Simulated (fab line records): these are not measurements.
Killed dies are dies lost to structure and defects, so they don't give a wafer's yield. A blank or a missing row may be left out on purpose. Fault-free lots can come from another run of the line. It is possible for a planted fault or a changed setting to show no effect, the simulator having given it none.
Comparing a struck lot with a sound one | flow nand-harc | 14 out of 1159 route steps
Sound: the wafers L741.2, L741.3, L741.5. The struck wafers were L736.1, L736.2, L736.5. The cause comes at the end.
Order at every step that has rows: each side's tool, ch and its chambers, its first start. Under that, the readings that differ: sound wafers | struck wafers | difference of the means | sigmas: that difference in standard deviations of wafers without a fault.
alike: words and numbers the same on both sides, and readings whose means are apart by under 2 such deviations; not compared: readings that were withheld, readings missing a value for some wafer, numbers with overlapping values and no deviation given by the record, and bounds like >300 which may hide the same value.
Wherever a step has rows on one side only, a row that says differs or no value, or a row with sigmas, the two part there. Numbers that don't overlap but have no deviation are shown without sigmas and don't part them. A reading that every wafer of one side lacks parts them only if that side has two wafers or more.

first, 1 step without rows for these wafers: NHARC_A_CONTACT_STRIP_83 (strips in post etch residue remover, time 600 s).
NHARC_A_CONTACT_DEP_84: deposits aC, target thk 2000 nm.
  sound on acl-dep-02 ch 0, day 22 15:55; struck on acl-dep-02 ch 0, day 21 06:47
  alike: throttle-valve-pct
NHARC_A_CONTACT_DEP_85: deposits SiON, target thk 50 nm.
  sound on pecvd-04 ch 0,1,2, day 22 16:58; struck on pecvd-04 ch 0,1,2, day 21 08:03
  alike: chamber-pressure-Torr, heater-power-w, rf-fwd-power-W
  not compared: since-wet-clean-h
then, 9 steps without rows for these wafers: NHARC_A_CONTACT_DEHYDRATE_00 (time 120 s); NHARC_A_CONTACT_HMDS_01 (time 30 s); NHARC_A_CONTACT_COAT_86 (time 75 s); NHARC_A_CONTACT_COAT_87 (time 65 s); NHARC_A_CONTACT_COAT_02 (resist thk 90 nm); NHARC_A_CONTACT_SOFTBAKE_03 (time 55 s); NHARC_A_CONTACT_EBR_04; NHARC_A_CONTACT_EXPOSE_05 (exposes mask A CC); NHARC_A_CONTACT_PEB_06 (peb time 65 s).
NHARC_A_CONTACT_DEVELOP_07: develop time 35 s.
  struck on litho-track-04, day 21 08:00; sound on litho-track-04 ch 0, day 22 17:00
  no value came back on the struck wafers for chill-plate-temp-C (C), develop-time-s (s); on the sound wafers chill-plate-temp-C (C) reads 23.06 23.06 22.92
NHARC_A_CONTACT_CD_MEAS_08 targets a cd of 100 nm.
  sound on cd-sem-03 ch 0, day 22 17:41; struck on cd-sem-01 ch 0, day 21 08:39
  reading    | sound          | struck | difference                    | sigmas
  cd-nm (nm) | 99.5 99.7 99.0 | - - -  | no value on the struck wafers |

== WHERE THEY PART ==
First at NHARC_A_CONTACT_DEVELOP_07; last, within this record, at NHARC_A_CONTACT_CD_MEAS_08.

WHY: whatever the simulator had introduced
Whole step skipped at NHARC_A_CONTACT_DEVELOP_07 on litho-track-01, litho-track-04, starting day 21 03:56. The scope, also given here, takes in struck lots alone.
